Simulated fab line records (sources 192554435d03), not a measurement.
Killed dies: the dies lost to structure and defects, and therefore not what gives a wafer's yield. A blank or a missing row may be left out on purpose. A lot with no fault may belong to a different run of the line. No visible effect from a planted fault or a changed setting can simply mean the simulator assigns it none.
fab line records	flow n5-finfet
record: lots: 9	wafers: 25	last-day: 17
route steps=1938 shown FIN_SAQP@99 FIN_CUT@165 BEOL_M4@1111 PASSIVATION@1936
lots that met no fault: from a run of the same line without faults
start-h: the number of hours between the record's first day and the start of the first shown wafer of the lot	wait-h: how many hours have passed since the lot's step before this one	" same as the row above	L1.1+2: a single row standing in for several wafers	- value missing, or start not given	* or withheld: withheld	< > ~ a bound
route shown NAME@n: names a module that has steps shown in the file, with the first one's number in the route	usual: mean and standard deviation over wafers with no fault	same: alike in all rows	chamber/n: place in a boat	sites: per-site readings	_std_site: the values' standard deviation	_edge_site: inner sites' mean taken away from outer sites' mean	radius-mm: how far each site lies from the wafer's centre	mask NAME#n: copy n	behind: the tool/chamber that last shaped the wafer	hold: why the lot was held/for how many hours/how that ended	device: whichever transistor did not switch (one of n, p or np)	end of line: the tests these same wafers got at the end of their route	a step given without rows: its recipe and nothing more	killed: at the first sort, the dies lost to defects and structure; wafer yield is something else	map: a wafer's dies, marking killed ones x, the rest . and places with no die _
set.NAME: setting as actually run; set.NAME@STEP: the setting as run at that earlier step	model.NAME: the simulator's own value behind a step, which no gauge read
a sample of lots followed through the steps of the route, with each step as a table and each wafer as a row
services: the hour from which a tool's chamber was out of use, counted from the record's first day as start-h (under 0 if before that day), plus the number of hours and why
== steps ==
step: N5_FIN_SAQP_PECVD_48
recipe: material: SiNx	target-thk-a: 250	temp-c: 400	precursor: SiH4/NH3/N2	pressure-torr: 1.5	rf-w: 300	time-s: 22.1
usual: heater-power-w: 756/88	showerhead-plenum-p-Torr: 5.10/0.087	throttle-valve-pct: 40.3/1.9
lot.wafer	tool	chamber	start-h	wait-h	heater-power-w	showerhead-plenum-p-Torr	throttle-valve-pct
L649.1	pecvd-01	1	39.00	0.0	733	5.03	40.7
L649.4	"	1	"	"	756	5.02	40.5
L649.5	"	0	"	"	749	5.10	38.0
L651.2	pecvd-01	1	50.71	0.0	800	5.03	40.5
L651.4	"	0	"	"	691	5.11	38.3
L651.6	"	2	"	"	919	5.08	40.8
L655.1	pecvd-01	0	76.64	0.0	686	5.10	38.3
L655.4	"	2	"	"	919	5.09	41.1
L655.5	"	1	"	"	785	5.03	40.3
L657.3	pecvd-02	0	91.50	0.0	814	5.15	42.8
L657.4	"	2	"	"	653	4.95	37.8
L657.5	"	0	"	"	844	5.14	42.4
L658.3	pecvd-01	2	93.37	0.0	947	5.09	41.1
L658.4	"	0	"	"	758	5.09	38.6
L658.6	"	1	"	"	744	5.05	40.4
L661.4	pecvd-04	1	111.65	0.0	829	5.27	39.4
L661.6	"	0	"	"	733	5.05	44.3
L662.3	pecvd-04	1	117.32	0.0	843	5.30	39.6
L662.6	"	0	"	"	655	5.06	44.0
L667.1	pecvd-04	0	147.62	0.0	744	5.05	44.4
L667.3	"	2	"	"	610	5.05	38.3
L667.6	"	1	"	"	855	5.29	39.6
L669.1	pecvd-04	1	159.29	0.0	831	5.29	39.3
L669.2	"	0	"	"	713	5.06	44.4
L669.3	"	2	"	"	599	5.06	38.4
step: N5_FIN_SAQP_INSPECT_18
recipe: mode: adi	inspect-instrument: brightfield
usual: raw-defect-count: 473/120
lot.wafer	tool	chamber	start-h	wait-h	raw-defect-count
L649.1	defect-inspect-02	-	39.68	0.0	526
L649.4	"	-	"	"	468
L649.5	"	-	"	"	418
L651.2	defect-inspect-02	-	51.39	0.0	431
L651.4	"	-	"	"	522
L651.6	"	-	"	"	500
L655.1	defect-inspect-02	-	77.19	0.0	1290
L655.4	"	-	"	"	1294
L655.5	"	-	"	"	1170
L657.3	defect-inspect-02	-	92.18	0.0	425
L657.4	"	-	"	"	436
L657.5	"	-	"	"	602
L658.3	defect-inspect-02	-	94.05	0.0	1134
L658.4	"	-	"	"	1273
L658.6	"	-	"	"	1143
L661.4	defect-inspect-01	-	112.31	0.0	466
L661.6	"	-	"	"	481
L662.3	defect-inspect-01	-	118.00	0.0	684
L662.6	"	-	"	"	422
L667.1	defect-inspect-01	-	148.30	0.0	357
L667.3	"	-	"	"	514
L667.6	"	-	"	"	348
L669.1	defect-inspect-01	-	159.99	0.0	700
L669.2	"	-	"	"	485
L669.3	"	-	"	"	549
step: N5_FIN_SAQP_HM_OPEN_73
recipe: chemistry: CHF3/O2	target: SiO2	stop-on: a-Si	target-depth-a: 120	over-etch-frac: 1.8	mask-material: SOC	time-s: 16.8	pressure-mtorr: 30	source-w: 650	bias-w: 170	Ar_flow_sccm: 200	CHF3_flow_sccm: 50	O2_flow_sccm: 5	ion-energy-ev: 200	ends: end-point
usual: drypump-motor-current-A: 5.6/0.41	oes-product-au: 0.46/0.049	rf-vpp-V: 517/11	showerhead-plenum-p-Torr: 2.39/0.055	throttle-valve-pct: 18.78/0.27
lot.wafer	tool	chamber	start-h	wait-h	drypump-motor-current-A	oes-product-au	rf-hours-counter-h	rf-vpp-V	showerhead-plenum-p-Torr	throttle-valve-pct
L649.1	rie-diel-03	3	39.99	0.0	5.4	0.43	177	517	2.38	19.06
L649.4	"	1	"	"	5.1	0.42	219	494	2.48	19.00
L649.5	"	3	"	"	5.4	0.44	-	515	2.38	19.05
L651.2	rie-diel-04	1	51.92	0.0	5.4	0.40	240	524	2.36	19.05
L651.4	"	0	"	"	6.1	0.46	180	528	2.39	18.77
L651.6	"	1	"	"	5.4	0.41	-	526	2.36	19.03
L655.1	rie-diel-01	1	77.43	0.0	5.7	0.55	20	514	2.47	18.31
L655.4	"	0	"	"	5.8	0.45	175	529	2.29	18.70
L655.5	"	3	"	"	5.3	0.44	-	518	2.52	18.82
L657.3	rie-diel-03	0	92.51	0.0	6.4	0.45	151	507	2.42	18.99
L657.4	"	0	"	"	6.4	0.45	-	505	2.42	19.00
L657.5	"	1	"	"	5.1	0.42	-	495	2.47	19.05
L658.3	rie-diel-01	2	94.28	0.0	5.9	0.41	237	500	2.40	19.00
L658.4	"	2	"	"	5.9	0.41	-	500	2.40	19.00
L658.6	"	0	"	"	5.7	0.45	-	529	2.29	18.71
L661.4	rie-diel-04	0	112.54	0.0	6.1	0.44	208	527	2.38	18.83
L661.6	"	2	"	"	5.5	0.51	-	522	2.35	18.44
L662.3	rie-diel-04	1	118.23	0.0	5.4	0.56	6	525	2.36	18.63
L662.6	"	0	"	"	6.1	0.45	-	527	2.38	18.83
L667.1	rie-diel-04	1	148.53	0.0	5.4	0.55	16	526	2.35	18.65
L667.3	"	0	"	"	6.0	0.44	221	529	2.37	18.85
L667.6	"	0	"	"	6.1	0.43	-	528	2.37	18.85
L669.1	rie-diel-01	3	160.30	0.0	5.3	0.42	181	517	2.51	18.88
L669.2	"	2	"	"	5.9	0.58	2	511	2.40	18.63
L669.3	"	1	"	"	5.8	0.50	54	511	2.46	18.36
step: N5_FIN_SAQP_ETCH_65
recipe: chemistry: CF4	target: SiO2	target-depth-a: 40	ion-energy-ev: 350	time-s: 4.4	pressure-mtorr: 10	icp-w: 800	bias-w: 400	cf4-flow-sccm: 80
usual: drypump-motor-current-A: 5.5/0.42	oes-product-au: 1.001/0.027	throttle-valve-pct: 21.72/0.29
lot.wafer	tool	chamber	start-h	wait-h	drypump-motor-current-A	oes-product-au	rf-hours-counter-h	throttle-valve-pct
L649.1	rie-si-05	2	42.32	0.1	5.5	1.005	123	21.99
L649.4	"	1	"	"	5.0	1.002	-	21.67
L649.5	"	3	"	"	5.1	1.013	-	21.24
L651.2	rie-si-05	3	54.17	0.1	5.1	1.018	166	21.24
L651.4	"	3	"	"	5.1	1.009	-	21.26
L651.6	"	1	"	"	5.0	1.004	-	21.66
L655.1	rie-si-02	2	79.67	0.1	5.3	0.961	1	21.74
L655.4	"	0	"	"	5.6	0.976	4	21.47
L655.5	"	1	"	"	5.5	1.013	-	21.92
L657.3	rie-si-02	2	96.67	0.1	5.3	0.962	1	21.74
L657.4	"	1	"	"	5.5	1.019	104	21.95
L657.5	"	0	"	"	5.7	0.981	-	21.46
L658.3	rie-si-05	2	98.29	0.1	5.5	1.010	124	21.99
L658.4	"	2	"	"	5.5	1.013	-	21.98
L658.6	"	3	"	"	5.1	1.017	-	21.26
L661.4	rie-si-02	0	114.50	0.1	5.6	0.983	5	21.47
L661.6	"	3	"	"	5.5	0.950	-	21.98
L662.3	rie-si-04	3	120.52	0.1	5.7	1.001	72	21.86
L662.6	"	1	"	"	5.0	1.028	-	21.98
L667.1	rie-si-04	3	150.49	0.1	5.7	1.006	73	21.84
L667.3	"	2	"	"	6.4	0.966	53	21.45
L667.6	"	1	"	"	5.0	1.022	-	21.98
L669.1	rie-si-04	1	162.94	0.1	5.0	1.027	36	21.97
L669.2	"	3	"	"	5.7	1.001	73	21.85
L669.3	"	2	"	"	6.4	0.967	53	21.44
step: N5_FIN_SAQP_MANDREL_ETCH_58
recipe: chemistry: HBr/Cl2	target: a-Si	target-depth-a: 450	bt-time-s: 10	stop-on: SiNx	mask-material: SiO2	over-etch-frac: 0.8	time-s: 27	pressure-mtorr: 10	icp-w: 800	bias-w: 75	HBr_flow_sccm: 150	Cl2_flow_sccm: 80	ends: end-point
usual: drypump-motor-current-A: 5.5/0.41	oes-product-au: 0.702/0.012	throttle-valve-pct: 35.52/0.29
lot.wafer	tool	chamber	start-h	wait-h	drypump-motor-current-A	oes-product-au	rf-hours-counter-h	throttle-valve-pct
L649.1	rie-si-05	2	42.35	0.0	5.6	0.693	123	35.37
L649.4	"	1	"	"	5.0	0.695	-	35.26
L649.5	"	3	"	"	5.1	0.710	-	35.51
L651.2	rie-si-05	3	54.20	0.0	5.1	0.715	166	35.50
L651.4	"	3	"	"	5.1	0.716	-	35.50
L651.6	"	1	"	"	5.1	0.695	-	35.24
L655.1	rie-si-02	2	79.71	0.0	5.3	0.694	1	35.52
L655.4	"	0	"	"	5.6	0.712	4	35.36
L655.5	"	1	"	"	5.5	0.720	-	35.86
L657.3	rie-si-02	2	96.71	0.0	5.4	0.687	1	35.53
L657.4	"	1	"	"	5.5	0.713	104	35.84
L657.5	"	0	"	"	5.7	0.708	-	35.35
L658.3	rie-si-05	2	98.32	0.0	5.5	0.709	124	35.36
L658.4	"	2	"	"	5.5	0.713	-	35.36
L658.6	"	3	"	"	5.1	0.715	-	35.52
L661.4	rie-si-02	0	114.54	0.0	5.7	0.706	5	35.33
L661.6	"	3	"	"	5.5	0.688	-	36.04
L662.3	rie-si-04	3	120.55	0.0	5.7	0.698	72	35.69
L662.6	"	1	"	"	5.1	0.715	-	35.85
L667.1	rie-si-04	3	150.53	0.0	5.7	0.692	73	35.69
L667.3	"	2	"	"	6.4	0.686	53	35.28
L667.6	"	1	"	"	5.0	0.713	-	35.85
L669.1	rie-si-04	1	162.97	0.0	5.0	0.710	36	35.87
L669.2	"	3	"	"	5.7	0.698	73	35.68
L669.3	"	2	"	"	6.4	0.684	53	35.26
step: N5_FIN_SAQP_INSPECT_40
recipe: inspect-instrument: brightfield	mode: aei
usual: raw-defect-count: 248/83
lot.wafer	tool	chamber	start-h	wait-h	raw-defect-count
L649.1	defect-inspect-01	-	44.47	0.0	196
L649.4	"	-	"	"	188
L649.5	"	-	"	"	226
L651.2	defect-inspect-02	-	56.65	0.0	204
L651.4	"	-	"	"	194
L651.6	"	-	"	"	289
L655.1	defect-inspect-02	-	81.78	0.0	964
L655.4	"	-	"	"	914
L655.5	"	-	"	"	974
L657.3	defect-inspect-01	-	99.16	0.0	223
L657.4	"	-	"	"	150
L657.5	"	-	"	"	281
L658.3	defect-inspect-01	-	101.24	0.0	974
L658.4	"	-	"	"	1071
L658.6	"	-	"	"	1054
L661.4	defect-inspect-02	-	116.51	0.0	326
L661.6	"	-	"	"	240
L662.3	defect-inspect-01	-	122.68	0.0	229
L662.6	"	-	"	"	266
L667.1	defect-inspect-02	-	152.55	0.0	277
L667.3	"	-	"	"	198
L667.6	"	-	"	"	266
L669.1	defect-inspect-02	-	164.91	0.0	194
L669.2	"	-	"	"	219
L669.3	"	-	"	"	299
step: N5_FIN_CUT_INSPECT_10
recipe: mode: adi	inspect-instrument: brightfield
usual: raw-defect-count: 45/15
lot.wafer	tool	chamber	start-h	wait-h	raw-defect-count
L649.1	defect-inspect-01	-	44.99	0.1	26
L649.4	"	-	"	"	39
L649.5	"	-	"	"	48
L651.2	defect-inspect-01	-	57.04	0.0	39
L651.4	"	-	"	"	37
L651.6	"	-	"	"	47
L655.1	defect-inspect-02	-	82.17	0.1	771
L655.4	"	-	"	"	743
L655.5	"	-	"	"	811
L657.3	defect-inspect-02	-	99.55	0.0	41
L657.4	"	-	"	"	31
L657.5	"	-	"	"	52
L658.3	defect-inspect-02	-	101.76	0.0	739
L658.4	"	-	"	"	796
L658.6	"	-	"	"	770
L661.4	defect-inspect-01	-	117.03	0.0	47
L661.6	"	-	"	"	38
L662.3	defect-inspect-02	-	123.07	0.0	39
L662.6	"	-	"	"	51
L667.1	defect-inspect-02	-	152.94	0.1	51
L667.3	"	-	"	"	55
L667.6	"	-	"	"	46
L669.1	defect-inspect-01	-	165.30	0.1	35
L669.2	"	-	"	"	30
L669.3	"	-	"	"	63
step: N5_BEOL_M4_RC_MEAS_101
usual: DIBL_N: 36.2/2	DIBL_P: 36.1/2.4	IOFF_N: 0.16/0.035	IOFF_P: 0.22/0.041	ION_N: 675/14	ION_P: 465/8.6	SS_N: 71.5/0.64	SS_P: 73.2/0.76	VT_N: 250/3.9	VT_P: -249/3.4
lot.wafer	tool	chamber	start-h	wait-h	DIBL_N[mV/V]	DIBL_P[mV/V]	IOFF_N[nA/um]	IOFF_P[nA/um]	ION_N[uA/um]	ION_P[uA/um]	SS_N[mV/dec]	SS_P[mV/dec]	VT_N[mV]	VT_P[mV]
L649.1	prober-02	0	196.07	0.0	36.6	35.9	0.18	0.23	688	476	71.7	73.7	245	-248
L649.4	"	0	"	"	35.0	33.7	0.14	0.18	659	447	71.1	72.8	251	-252
L649.5	"	0	"	"	37.3	37.3	0.20	0.25	688	469	71.7	74.3	241	-246
L651.2	prober-02	0	209.19	0.2	38.1	38.2	0.18	0.24	681	465	72.1	74.5	247	-249
L651.4	"	0	"	"	38.1	38.2	0.17	0.24	670	457	72.8	73.7	251	-247
L651.6	"	0	"	"	37.6	37.4	0.17	0.23	672	463	72.0	73.8	248	-251
L655.1	prober-02	0	225.18	0.0	38.0	38.3	0.20	0.25	684	474	70.9	73.9	243	-247
L655.4	"	0	"	"	36.3	37.4	0.17	0.24	675	469	70.7	74.4	247	-249
L655.5	"	0	"	"	37.2	37.9	0.18	0.25	673	469	71.1	73.4	245	-247
L657.3	prober-01	0	245.55	0.3	38.2	39.7	0.21	0.33	696	486	71.9	73.6	245	-240
L657.4	"	0	"	"	35.1	34.7	0.14	0.23	664	467	71.1	73.7	249	-247
L657.5	"	0	"	"	32.3	31.9	0.10	0.18	664	468	70.6	70.9	255	-249
L658.3	prober-02	0	256.79	0.3	34.5	37.1	0.17	0.26	700	483	71.5	73.2	245	-246
L658.4	"	0	"	"	37.8	40.2	0.21	0.30	692	479	72.4	73.9	248	-243
L658.6	"	0	"	"	36.8	39.5	0.19	0.29	701	482	71.1	73.4	248	-244
L662.3	prober-01	0	264.55	0.3	36.6	37.2	0.16	0.23	677	472	71.4	72.4	249	-246
L662.6	"	0	"	"	33.0	31.7	0.10	0.16	653	453	71.0	71.6	255	-251
L661.4	prober-02	0	264.66	0.5	37.6	37.2	0.17	0.23	680	462	72.6	73.5	250	-247
L661.6	"	0	"	"	33.6	33.2	0.12	0.18	682	476	70.6	71.9	253	-250
L667.1	prober-02	0	295.93	0.0	35.1	34.5	0.12	0.15	673	450	70.5	73.3	255	-255
L667.3	"	0	"	"	39.0	38.9	0.17	0.20	664	453	72.7	74.4	254	-252
L667.6	"	0	"	"	39.5	40.1	0.18	0.21	679	456	72.6	73.8	256	-253
L669.1	prober-01	0	314.81	0.0	36.4	36.3	0.15	0.18	654	446	71.6	73.3	257	-255
L669.2	"	0	"	"	36.0	36.5	0.14	0.18	671	454	71.5	73.3	254	-254
L669.3	"	0	"	"	33.9	33.8	0.12	0.16	669	458	70.8	71.7	254	-256
step: N5_PASSIVATION_PROBE_49
usual: defect-limited-yield: 91.1/1.4	killed_at_M0_to_M3: 36/9.9	killed_at_M4_up: 13/5.8	killed-at-contacts: 14/5.9	killed-at-front-end: 39/11	killed-at-other: 3.4/2.9	killed-dies: 105/17	killed-open: 70/13	killed-short: 34/7.3	sort_bin_4_leakage: 0.00/0.0072	sort_bin_5_function: 5.3/1	sort_bin_6_memory: 3.3/0.62	sort-n-pass: 1075/17	sort-yield-pct: 91.1/1.4
same: gross-dies: 1180	killed-at-back-side: 0	sort_bin_8_speed[%]: 0
lot.wafer	tool	chamber	start-h	wait-h	defect-limited-yield[%]	killed_at_M0_to_M3	killed_at_M4_up	killed-at-contacts	killed-at-front-end	killed-at-other	killed-dies	killed-open	killed-short	sort_bin_4_leakage[%]	sort_bin_5_function[%]	sort_bin_6_memory[%]	sort-n-pass	sort-yield-pct[%]
L655.1	prober-01	-	323.79	0.0	81.0	39	7	9	163	6	224	53	33	0	12.2	3.8	956	81.0
L655.4	prober-01	-	323.94	0.2	83.4	38	12	6	139	1	196	74	24	0	9.3	4.2	984	83.4
L655.5	prober-01	-	323.99	0.2	86.0	31	4	1	124	5	165	47	16	0	9.1	2.5	1015	86.0
L658.3	prober-02	-	355.19	0.1	84.5	32	8	11	130	2	183	66	25	0	9.1	3.9	997	84.5
L658.4	prober-02	-	355.24	0.2	80.3	34	15	7	175	2	233	56	37	0	11.9	5.0	947	80.3
L658.6	prober-02	-	355.34	0.3	85.8	22	8	4	134	0	168	46	24	0	8.3	2.9	1012	85.8
killed by level:class
L655.1 FIN_SAQP:unspecified=137 BEOL_M1:geometric-particle:open=6 MOL_CONTACT_COAG:geometric-particle:open=6 BEOL_M0_SAQP:geometric-particle:open=6 BEOL_M0_SAQP:geometric-particle:short=6 BEOL_M2:geometric-particle:open=6 BEOL_M0:geometric-particle:open=5 GATE_CUT:geometric-particle:open=4
L655.4 FIN_SAQP:unspecified=97 BEOL_M0_SAQP:geometric-particle:open=9 DUMMY_GATE:geometric-particle:open=8 BEOL_M2:geometric-particle:open=7 MOL_CONTACT_COAG:geometric-particle:open=6 BEOL_M0_SAQP:geometric-particle:short=6 FIN_SAQP:geometric-particle:short=5 STI_FIN_REVEAL:geometric-particle:open=5
L655.5 FIN_SAQP:unspecified=102 BEOL_M2:geometric-particle:open=17 FIN_SAQP:geometric-particle:short=4 FIN_SAQP:geometric-particle:open=4 STI_FIN_REVEAL:geometric-particle:open=4 BEOL_M1:geometric-particle:open=4 ILD0:geometric-particle:open=3 GATE_CUT:geometric-particle:open=2
L658.3 FIN_SAQP:unspecified=91 STI_FIN_REVEAL:geometric-particle:open=19 BEOL_M0_SAQP:geometric-particle:open=13 MOL_CONTACT_COAG:geometric-particle:open=9 FIN_SAQP:geometric-particle:open=8 BEOL_M0_SAQP:geometric-particle:short=6 GATE_CUT:geometric-particle:short=5 BEOL_M2:geometric-particle:open=4
L658.4 FIN_SAQP:unspecified=139 BEOL_M0_SAQP:geometric-particle:open=15 BEOL_M4:geometric-particle:open=11 BEOL_M0_SAQP:geometric-particle:short=10 FIN_SAQP:geometric-particle:short=8 BEOL_M3:geometric-particle:short=7 FIN_SAQP:geometric-particle:open=5 STI_FIN_REVEAL:geometric-particle:open=5
L658.6 FIN_SAQP:unspecified=98 STI_FIN_REVEAL:geometric-particle:open=12 BEOL_M0_SAQP:geometric-particle:open=11 FIN_SAQP:geometric-particle:short=7 BEOL_M0_SAQP:geometric-particle:short=7 FIN_SAQP:geometric-particle:open=4 GATE_CUT:geometric-particle:short=4 MOL_CONTACT_COAG:geometric-particle:open=4
== services ==
tool	chamber	start-h	hours	kind
rie-si-02	2	15.98	-	clean
rie-si-02	2	15.98	-	consumable-replace:focus-ring
rie-si-02	2	15.98	13.7	scheduled-down
rie-si-02	2	15.98	13.7	vent-cycle
rie-si-05	-	17.88	1.2	repair
pecvd-04	2	21.12	-	clean
pecvd-01	-	24.36	2.8	pm
rie-si-04	-	28.34	2.8	pm
rie-si-05	0	41.29	18.5	repair
rie-diel-04	1	65.99	7.4	repair
rie-si-05	1	71.26	4.5	repair
rie-si-05	0	72.61	2.7	repair
rie-diel-04	2	76.84	9.3	repair
pecvd-02	0	83.60	2.2	repair
rie-diel-01	3	88.38	7.8	repair
rie-diel-04	3	90.75	21.3	repair
rie-si-05	0	96.58	3.6	repair
pecvd-02	-	116.82	0.8	pm
pecvd-01	0	122.45	6.0	repair
rie-si-04	0	127.15	36.9	repair
pecvd-02	-	128.98	3.9	repair
rie-diel-01	0	134.94	7.9	repair
rie-si-02	-	135.14	2.8	pm
pecvd-01	-	148.31	1.8	repair
== key ==
first-sign: step: N5_FIN_SAQP_INSPECT_18	reading: raw-defect-count	direction: up	sigmas: 6	usual: 473	struck: 1217
effect: step: N5_FIN_SAQP_INSPECT_40	reading: raw-defect-count	direction: up	sigmas: 8.9	usual: 248	struck: 992
effect: step: N5_FIN_CUT_INSPECT_10	reading: raw-defect-count	direction: up	sigmas: 49	usual: 45	struck: 772
effect: step: N5_PASSIVATION_PROBE_49	reading: killed-at-front-end	direction: up	sigmas: 9.9	usual: 39	struck: 144
more-kills-born-at: N5_FIN_SAQP_PECVD_48@pecvd-01: 664
met-at N5_FIN_SAQP_PECVD_48
struck-lots L655,L658
not-acting-at N5_FIN_SAQP_HM_OPEN_73,N5_FIN_SAQP_ETCH_65,N5_FIN_SAQP_MANDREL_ETCH_58
onset-between 50.71 76.64
fault: kind: chamber-particle-source	tool: pecvd-01	chamber: -	onset-h: 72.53	steps: N5_FIN_SAQP_PECVD_48	rate-per-visit-cm2: 1.1335	end-h: 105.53
